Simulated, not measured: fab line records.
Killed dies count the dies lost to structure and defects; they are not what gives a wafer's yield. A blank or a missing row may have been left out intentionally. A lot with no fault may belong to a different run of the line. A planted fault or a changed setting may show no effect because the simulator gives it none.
fab line records / flow n5-finfet / part 2 of 2: steps 27 to 39 of 39
record lots=5 wafers=15 last-day=17
route steps=1938 shown ZERO_LAYER@6 WELL_APT@20
lots that met no fault: from a run of the same line without faults
start-h: hours from the record's opening day to when the first of the lot's shown wafers began / wait-h: hours since the lot's step before / " as in the row above / L1.1+2: a single row standing in for several wafers / - no value, or no start was given / * or withheld: withheld / < > ~ a bound
route shown NAME@n: NAME is a module with steps in the file, n the number in the route of the first one / usual: mean/standard deviation taken from wafers without a fault / same: alike in all rows / chamber/n: place in a boat / sites: each site's reading / _std_site: the standard deviation of these / _edge_site: the outer-site mean with the inner-site mean subtracted / radius-mm: how far each site lies from the wafer's centre / mask NAME#n: copy n / behind: the last tool/chamber to shape the wafer / hold: the reason the lot was held/the length of the hold in hours/how it ended / device: the n, p or np transistor that did not switch / end of line: the same wafers' tests at the end of the route / step lacking rows: just its recipe / killed: at the first sort, the dies lost to defects and structure; wafer yield is something else / map: per-die view of a wafer (x killed, . not killed, _ where there is no die)
set.NAME: setting as actually run; set.NAME@STEP: the setting as run at that earlier step / model.NAME: the simulator's own value behind a step, which no gauge read
certain route steps with their lots: each step a table, each wafer a row
services: from which hour (start-h, from the record's first day; less than 0 if before it) a tool's chamber was out of use, for how many hours, and why
## steps
# step N5_WELL_APT_IMPLANT_14
# recipe species=P energy-kev=160 dose-cm2=1.5e+13 tilt-deg=0 rotation-deg=0
# usual dose-ions-cm2=1.5002e+13/1.6e+10 end-station-pressure-torr=5.13e-06/2.9e-07
lot.wafer=L074.1 tool=implanter-01 chamber=0 start-h=13.85 wait-h=0.1 dose-ions-cm2=1.5006e+13 end-station-pressure-torr=5.25e-06
lot.wafer=L074.3 tool=implanter-01 chamber=0 start-h=13.85 wait-h=0.1 dose-ions-cm2=1.5008e+13 end-station-pressure-torr=4.58e-06
lot.wafer=L074.5 tool=implanter-01 chamber=0 start-h=13.85 wait-h=0.1 dose-ions-cm2=1.5025e+13 end-station-pressure-torr=5.54e-06
lot.wafer=L076.1 tool=implanter-02 chamber=0 start-h=25.87 wait-h=0.1 dose-ions-cm2=1.4995e+13 end-station-pressure-torr=4.91e-06
lot.wafer=L076.2 tool=implanter-02 chamber=0 start-h=25.87 wait-h=0.1 dose-ions-cm2=1.498e+13 end-station-pressure-torr=5.4e-06
lot.wafer=L076.6 tool=implanter-02 chamber=0 start-h=25.87 wait-h=0.1 dose-ions-cm2=1.5e+13 end-station-pressure-torr=5.9e-06
lot.wafer=L086.1 tool=implanter-02 chamber=0 start-h=85.91 wait-h=0.1 dose-ions-cm2=1.5022e+13 end-station-pressure-torr=5.26e-06
lot.wafer=L086.4 tool=implanter-02 chamber=0 start-h=85.91 wait-h=0.1 dose-ions-cm2=1.5004e+13 end-station-pressure-torr=5.06e-06
lot.wafer=L086.5 tool=implanter-02 chamber=0 start-h=85.91 wait-h=0.1 dose-ions-cm2=1.5026e+13 end-station-pressure-torr=5.48e-06
lot.wafer=L091.1 tool=implanter-01 chamber=0 start-h=115.96 wait-h=0.1 dose-ions-cm2=1.4996e+13 end-station-pressure-torr=4.98e-06
lot.wafer=L091.2 tool=implanter-01 chamber=0 start-h=115.96 wait-h=0.1 dose-ions-cm2=1.4959e+13 end-station-pressure-torr=5.37e-06
lot.wafer=L091.5 tool=implanter-01 chamber=0 start-h=115.96 wait-h=0.1 dose-ions-cm2=1.5004e+13 end-station-pressure-torr=4.95e-06
lot.wafer=L096.1 tool=implanter-01 chamber=0 start-h=145.76 wait-h=0.1 dose-ions-cm2=1.4984e+13 end-station-pressure-torr=4.63e-06
lot.wafer=L096.3 tool=implanter-01 chamber=0 start-h=145.76 wait-h=0.1 dose-ions-cm2=1.4995e+13 end-station-pressure-torr=5.31e-06
lot.wafer=L096.6 tool=implanter-01 chamber=0 start-h=145.76 wait-h=0.1 dose-ions-cm2=1.4996e+13 end-station-pressure-torr=5.68e-06
# step N5_WELL_APT_IMPLANT_15
# recipe species=As energy-kev=25 dose-cm2=1.5e+13 tilt-deg=0 rotation-deg=0
# usual dose-ions-cm2=1.5004e+13/1.7e+10 end-station-pressure-torr=5.15e-06/2.7e-07
lot.wafer=L074.1 tool=implanter-01 chamber=0 start-h=14.03 wait-h=0.1 dose-ions-cm2=1.5008e+13 end-station-pressure-torr=5.68e-06
lot.wafer=L074.3 tool=implanter-01 chamber=0 start-h=14.03 wait-h=0.1 dose-ions-cm2=1.5004e+13 end-station-pressure-torr=5.38e-06
lot.wafer=L074.5 tool=implanter-01 chamber=0 start-h=14.03 wait-h=0.1 dose-ions-cm2=1.4999e+13 end-station-pressure-torr=5.35e-06
lot.wafer=L076.1 tool=implanter-02 chamber=0 start-h=26.05 wait-h=0.1 dose-ions-cm2=1.5006e+13 end-station-pressure-torr=5.14e-06
lot.wafer=L076.2 tool=implanter-02 chamber=0 start-h=26.05 wait-h=0.1 dose-ions-cm2=1.5018e+13 end-station-pressure-torr=5.77e-06
lot.wafer=L076.6 tool=implanter-02 chamber=0 start-h=26.05 wait-h=0.1 dose-ions-cm2=1.5028e+13 end-station-pressure-torr=5.04e-06
lot.wafer=L086.1 tool=implanter-02 chamber=0 start-h=86.27 wait-h=0.3 dose-ions-cm2=1.4996e+13 end-station-pressure-torr=4.86e-06
lot.wafer=L086.4 tool=implanter-02 chamber=0 start-h=86.27 wait-h=0.3 dose-ions-cm2=1.5019e+13 end-station-pressure-torr=5.38e-06
lot.wafer=L086.5 tool=implanter-02 chamber=0 start-h=86.27 wait-h=0.3 dose-ions-cm2=1.5002e+13 end-station-pressure-torr=5.25e-06
lot.wafer=L091.1 tool=implanter-01 chamber=0 start-h=116.14 wait-h=0.1 dose-ions-cm2=1.5e+13 end-station-pressure-torr=5.14e-06
lot.wafer=L091.2 tool=implanter-01 chamber=0 start-h=116.14 wait-h=0.1 dose-ions-cm2=1.4994e+13 end-station-pressure-torr=5.08e-06
lot.wafer=L091.5 tool=implanter-01 chamber=0 start-h=116.14 wait-h=0.1 dose-ions-cm2=1.5017e+13 end-station-pressure-torr=5.17e-06
lot.wafer=L096.1 tool=implanter-01 chamber=0 start-h=145.94 wait-h=0.1 dose-ions-cm2=1.4968e+13 end-station-pressure-torr=4.96e-06
lot.wafer=L096.3 tool=implanter-01 chamber=0 start-h=145.94 wait-h=0.1 dose-ions-cm2=1.5003e+13 end-station-pressure-torr=4.89e-06
lot.wafer=L096.6 tool=implanter-01 chamber=0 start-h=145.94 wait-h=0.1 dose-ions-cm2=1.4999e+13 end-station-pressure-torr=5.22e-06
# step N5_WELL_APT_STRIP_16
# recipe chemistry=SPM time-s=900 temp-c=130 h2so4-h2o2-vol-ratio=4 dry=ipa-marangoni
# same time-s=900
lot.wafer=L074.1+3+5 tool=wet-bench-06 chamber=6,1,3 start-h=14.23 wait-h=0.2
lot.wafer=L076.1+2+6 tool=wet-bench-01 chamber=6,4,2 start-h=26.25 wait-h=0.2
lot.wafer=L086.1+4+5 tool=wet-bench-01 chamber=0,1,4 start-h=86.65 wait-h=0.3
lot.wafer=L091.1+2+5 tool=wet-bench-03 chamber=4,7,6 start-h=116.35 wait-h=0.2
lot.wafer=L096.1+3+6 tool=wet-bench-06 chamber=3,0,2 start-h=146.14 wait-h=0.2
# step N5_WELL_APT_HMDS_18
# recipe time-s=60 temp-c=120
# same time-s=60
lot.wafer=L074.1+3+5 tool=litho-track-04 chamber=0 start-h=14.51 wait-h=0.0
lot.wafer=L076.1+2+6 tool=litho-track-04 chamber=0 start-h=26.53 wait-h=0.0
lot.wafer=L086.1+4+5 tool=litho-track-04 chamber=0 start-h=86.93 wait-h=0.0
lot.wafer=L091.1+2+5 tool=litho-track-04 chamber=0 start-h=116.63 wait-h=0.0
lot.wafer=L096.1+3+6 tool=litho-track-04 chamber=0 start-h=146.42 wait-h=0.0
# step N5_WELL_APT_COAT_19
# recipe spin-rpm=1357 resist-thk-nm=950
lot.wafer=L074.1+3+5 tool=litho-track-04 chamber=0 start-h=- wait-h=-
lot.wafer=L076.1+2+6 tool=litho-track-04 chamber=0 start-h=- wait-h=-
lot.wafer=L086.1+4+5 tool=litho-track-04 chamber=0 start-h=- wait-h=-
lot.wafer=L091.1+2+5 tool=litho-track-04 chamber=0 start-h=- wait-h=-
lot.wafer=L096.1+3+6 tool=litho-track-04 chamber=0 start-h=- wait-h=-
# step N5_WELL_APT_EBR_21
# recipe solvent=PGMEA ebr-width-mm=1.5
# same ebr-width-mm=1.5
lot.wafer=L074.1+3+5 tool=litho-track-04 chamber=0 start-h=- wait-h=-
lot.wafer=L076.1+2+6 tool=litho-track-04 chamber=0 start-h=- wait-h=-
lot.wafer=L086.1+4+5 tool=litho-track-04 chamber=0 start-h=- wait-h=-
lot.wafer=L091.1+2+5 tool=litho-track-04 chamber=0 start-h=- wait-h=-
lot.wafer=L096.1+3+6 tool=litho-track-04 chamber=0 start-h=- wait-h=-
# step N5_WELL_APT_SOFTBAKE_20
# recipe temp-c=130 time-s=60
# same time-s=60
lot.wafer=L074.1+3+5 tool=litho-track-04 chamber=0 start-h=- wait-h=-
lot.wafer=L076.1+2+6 tool=litho-track-04 chamber=0 start-h=- wait-h=-
lot.wafer=L086.1+4+5 tool=litho-track-04 chamber=0 start-h=- wait-h=-
lot.wafer=L091.1+2+5 tool=litho-track-04 chamber=0 start-h=- wait-h=-
lot.wafer=L096.1+3+6 tool=litho-track-04 chamber=0 start-h=- wait-h=-
# step N5_WELL_APT_EXPOSE_22
# recipe mask-id=PWELL na=0.8 source-shape=conventional sigma-outer=0.8 polarization=unpolarized defocus-nm=0 target-cd-nm=200 dose-mj=23.2
# usual focus-offset-nm=0.1/0.47
lot.wafer=L074.1 tool=krf-scanner-02 chamber=0 start-h=14.73 wait-h=- mask=PWELL#0 focus-offset-nm=0.8
lot.wafer=L074.3 tool=krf-scanner-02 chamber=0 start-h=14.73 wait-h=- mask=PWELL#0 focus-offset-nm=0.1
lot.wafer=L074.5 tool=krf-scanner-02 chamber=0 start-h=14.73 wait-h=- mask=PWELL#0 focus-offset-nm=0.2
lot.wafer=L076.1 tool=krf-scanner-01 chamber=0 start-h=26.75 wait-h=- mask=PWELL#0 focus-offset-nm=-0.8
lot.wafer=L076.2 tool=krf-scanner-01 chamber=0 start-h=26.75 wait-h=- mask=PWELL#0 focus-offset-nm=-0.5
lot.wafer=L076.6 tool=krf-scanner-01 chamber=0 start-h=26.75 wait-h=- mask=PWELL#0 focus-offset-nm=0.6
lot.wafer=L086.1 tool=krf-scanner-01 chamber=0 start-h=87.15 wait-h=- mask=PWELL#0 focus-offset-nm=1.3
lot.wafer=L086.4 tool=krf-scanner-01 chamber=0 start-h=87.15 wait-h=- mask=PWELL#0 focus-offset-nm=-0.2
lot.wafer=L086.5 tool=krf-scanner-01 chamber=0 start-h=87.15 wait-h=- mask=PWELL#0 focus-offset-nm=0.7
lot.wafer=L091.1 tool=krf-scanner-02 chamber=0 start-h=116.85 wait-h=- mask=PWELL#0 focus-offset-nm=0.2
lot.wafer=L091.2 tool=krf-scanner-02 chamber=0 start-h=116.85 wait-h=- mask=PWELL#0 focus-offset-nm=-0.1
lot.wafer=L091.5 tool=krf-scanner-02 chamber=0 start-h=116.85 wait-h=- mask=PWELL#0 focus-offset-nm=0.1
lot.wafer=L096.1 tool=krf-scanner-01 chamber=0 start-h=146.52 wait-h=- mask=PWELL#0 focus-offset-nm=0.1
lot.wafer=L096.3 tool=krf-scanner-01 chamber=0 start-h=146.52 wait-h=- mask=PWELL#0 focus-offset-nm=0.5
lot.wafer=L096.6 tool=krf-scanner-01 chamber=0 start-h=146.52 wait-h=- mask=PWELL#0 focus-offset-nm=-0.7
# step N5_WELL_APT_PEB_23
# recipe peb-temp-c=130 peb-time-s=90
lot.wafer=L074.1+3+5 tool=litho-track-03 chamber=0 start-h=14.79 wait-h=0.1
lot.wafer=L076.1+2+6 tool=litho-track-02 chamber=0 start-h=26.81 wait-h=0.1
lot.wafer=L086.1+4+5 tool=litho-track-04 chamber=0 start-h=87.21 wait-h=0.1
lot.wafer=L091.1+2+5 tool=litho-track-03 chamber=0 start-h=116.91 wait-h=0.1
lot.wafer=L096.1+3+6 tool=litho-track-03 chamber=0 start-h=146.58 wait-h=0.1
# step N5_WELL_APT_DEVELOP_24
# recipe develop-time-s=45 rinse-liquid=surfactant-rinse dry=air-spin dev-temp-c=21
# usual developer-temp-C=21.02/0.09
lot.wafer=L074.1 tool=litho-track-03 chamber=0 start-h=- wait-h=- developer-temp-C=21.14
lot.wafer=L074.3 tool=litho-track-03 chamber=0 start-h=- wait-h=- developer-temp-C=20.99
lot.wafer=L074.5 tool=litho-track-03 chamber=0 start-h=- wait-h=- developer-temp-C=21.17
lot.wafer=L076.1 tool=litho-track-02 chamber=0 start-h=- wait-h=- developer-temp-C=20.92
lot.wafer=L076.2 tool=litho-track-02 chamber=0 start-h=- wait-h=- developer-temp-C=21.00
lot.wafer=L076.6 tool=litho-track-02 chamber=0 start-h=- wait-h=- developer-temp-C=20.89
lot.wafer=L086.1 tool=litho-track-04 chamber=0 start-h=- wait-h=- developer-temp-C=20.95
lot.wafer=L086.4 tool=litho-track-04 chamber=0 start-h=- wait-h=- developer-temp-C=20.89
lot.wafer=L086.5 tool=litho-track-04 chamber=0 start-h=- wait-h=- developer-temp-C=20.91
lot.wafer=L091.1 tool=litho-track-03 chamber=0 start-h=- wait-h=- developer-temp-C=21.11
lot.wafer=L091.2 tool=litho-track-03 chamber=0 start-h=- wait-h=- developer-temp-C=20.93
lot.wafer=L091.5 tool=litho-track-03 chamber=0 start-h=- wait-h=- developer-temp-C=21.05
lot.wafer=L096.1 tool=litho-track-03 chamber=0 start-h=- wait-h=- developer-temp-C=21.05
lot.wafer=L096.3 tool=litho-track-03 chamber=0 start-h=- wait-h=- developer-temp-C=21.03
lot.wafer=L096.6 tool=litho-track-03 chamber=0 start-h=- wait-h=- developer-temp-C=20.94
# step N5_WELL_APT_HARDBAKE_29
# recipe temp-c=130 time-s=120
# same time-s=120
lot.wafer=L074.1+3+5 tool=litho-track-03 chamber=0 start-h=- wait-h=-
lot.wafer=L076.1+2+6 tool=litho-track-02 chamber=0 start-h=- wait-h=-
lot.wafer=L086.1+4+5 tool=litho-track-04 chamber=0 start-h=- wait-h=-
lot.wafer=L091.1+2+5 tool=litho-track-03 chamber=0 start-h=- wait-h=-
lot.wafer=L096.1+3+6 tool=litho-track-03 chamber=0 start-h=- wait-h=-
# step N5_WELL_APT_CD_MEAS_25
# recipe target-cd-nm=200 landing-energy-ev=500 detector=se-inlens
# usual cd-nm=199.3/2.5
lot.wafer=L074.1 tool=cd-sem-03 chamber=0 start-h=14.90 wait-h=- cd-nm=197.9
lot.wafer=L074.3 tool=cd-sem-03 chamber=0 start-h=14.90 wait-h=- cd-nm=196.7
lot.wafer=L074.5 tool=cd-sem-03 chamber=0 start-h=14.90 wait-h=- cd-nm=194.7
lot.wafer=L076.1 tool=cd-sem-02 chamber=0 start-h=26.92 wait-h=- cd-nm=202.1
lot.wafer=L076.2 tool=cd-sem-02 chamber=0 start-h=26.92 wait-h=- cd-nm=199.3
lot.wafer=L076.6 tool=cd-sem-02 chamber=0 start-h=26.92 wait-h=- cd-nm=200.0
lot.wafer=L086.1 tool=cd-sem-01 chamber=0 start-h=87.32 wait-h=- cd-nm=199.2
lot.wafer=L086.4 tool=cd-sem-01 chamber=0 start-h=87.32 wait-h=- cd-nm=201.3
lot.wafer=L086.5 tool=cd-sem-01 chamber=0 start-h=87.32 wait-h=- cd-nm=200.5
lot.wafer=L091.1 tool=cd-sem-02 chamber=0 start-h=117.02 wait-h=- cd-nm=200.3
lot.wafer=L091.2 tool=cd-sem-02 chamber=0 start-h=117.02 wait-h=- cd-nm=195.2
lot.wafer=L091.5 tool=cd-sem-02 chamber=0 start-h=117.02 wait-h=- cd-nm=199.7
lot.wafer=L096.1 tool=cd-sem-02 chamber=0 start-h=146.69 wait-h=- cd-nm=198.2
lot.wafer=L096.3 tool=cd-sem-02 chamber=0 start-h=146.69 wait-h=- cd-nm=198.1
lot.wafer=L096.6 tool=cd-sem-02 chamber=0 start-h=146.69 wait-h=- cd-nm=196.0
# step N5_WELL_APT_OVL_MEAS_26
# recipe points-per-wafer=44
# usual PWELL_OVL=0/5.2
lot.wafer=L074.1 tool=overlay-02 chamber=0 start-h=14.93 wait-h=0.0 PWELL_OVL[nm]=-3
lot.wafer=L074.3 tool=overlay-02 chamber=0 start-h=14.93 wait-h=0.0 PWELL_OVL[nm]=5
lot.wafer=L074.5 tool=overlay-02 chamber=0 start-h=14.93 wait-h=0.0 PWELL_OVL[nm]=3
lot.wafer=L076.1 tool=overlay-02 chamber=0 start-h=26.96 wait-h=0.0 PWELL_OVL[nm]=-2
lot.wafer=L076.2 tool=overlay-02 chamber=0 start-h=26.96 wait-h=0.0 PWELL_OVL[nm]=9
lot.wafer=L076.6 tool=overlay-02 chamber=0 start-h=26.96 wait-h=0.0 PWELL_OVL[nm]=8
lot.wafer=L086.1 tool=overlay-01 chamber=0 start-h=87.35 wait-h=0.0 PWELL_OVL[nm]=2
lot.wafer=L086.4 tool=overlay-01 chamber=0 start-h=87.35 wait-h=0.0 PWELL_OVL[nm]=0
lot.wafer=L086.5 tool=overlay-01 chamber=0 start-h=87.35 wait-h=0.0 PWELL_OVL[nm]=1
lot.wafer=L091.1 tool=overlay-02 chamber=0 start-h=117.05 wait-h=0.0 PWELL_OVL[nm]=0
lot.wafer=L091.2 tool=overlay-02 chamber=0 start-h=117.05 wait-h=0.0 PWELL_OVL[nm]=-2
lot.wafer=L091.5 tool=overlay-02 chamber=0 start-h=117.05 wait-h=0.0 PWELL_OVL[nm]=-5
lot.wafer=L096.1 tool=overlay-01 chamber=0 start-h=146.72 wait-h=0.0 PWELL_OVL[nm]=-2
lot.wafer=L096.3 tool=overlay-01 chamber=0 start-h=146.72 wait-h=0.0 PWELL_OVL[nm]=-5
lot.wafer=L096.6 tool=overlay-01 chamber=0 start-h=146.72 wait-h=0.0 PWELL_OVL[nm]=1
## services
tool=wet-bench-05 chamber=- start-h=-7.05 hours=2.1 kind=repair
tool=krf-scanner-02 chamber=- start-h=-4.97 hours=4.0 kind=repair
tool=plasma-asher-01 chamber=- start-h=-1.58 hours=2.6 kind=repair
tool=rie-diel-01 chamber=3 start-h=-0.69 hours=58.9 kind=repair
tool=implanter-01 chamber=- start-h=1.90 hours=0.7 kind=repair
tool=rie-si-05 chamber=1 start-h=19.59 hours=35.8 kind=repair
tool=rie-diel-05 chamber=2 start-h=21.79 hours=7.6 kind=repair
tool=rie-diel-04 chamber=3 start-h=24.36 hours=4.0 kind=repair
tool=krf-scanner-01 chamber=- start-h=27.95 hours=1.0 kind=pm
tool=krf-scanner-02 chamber=- start-h=31.34 hours=1.3 kind=pm
tool=rie-diel-04 chamber=2 start-h=58.10 hours=1.9 kind=repair
tool=rie-diel-05 chamber=- start-h=61.62 hours=1.0 kind=repair
tool=rie-diel-04 chamber=1 start-h=71.78 hours=3.2 kind=repair
tool=rie-diel-02 chamber=- start-h=73.65 hours=0.8 kind=repair
tool=implanter-01 chamber=- start-h=74.28 hours=1.3 kind=repair
tool=krf-scanner-01 chamber=- start-h=79.34 hours=0.8 kind=pm
tool=krf-scanner-02 chamber=- start-h=91.19 hours=0.6 kind=repair
tool=krf-scanner-01 chamber=- start-h=94.93 hours=1.3 kind=pm
tool=krf-scanner-02 chamber=- start-h=105.41 hours=0.8 kind=pm
tool=krf-scanner-01 chamber=- start-h=117.13 hours=3.6 kind=pm
tool=implanter-01 chamber=- start-h=119.18 hours=1.4 kind=repair
tool=krf-scanner-01 chamber=- start-h=122.87 hours=4.0 kind=pm
tool=rie-diel-05 chamber=- start-h=126.82 hours=0.3 kind=repair
tool=krf-scanner-02 chamber=- start-h=139.35 hours=1.0 kind=pm
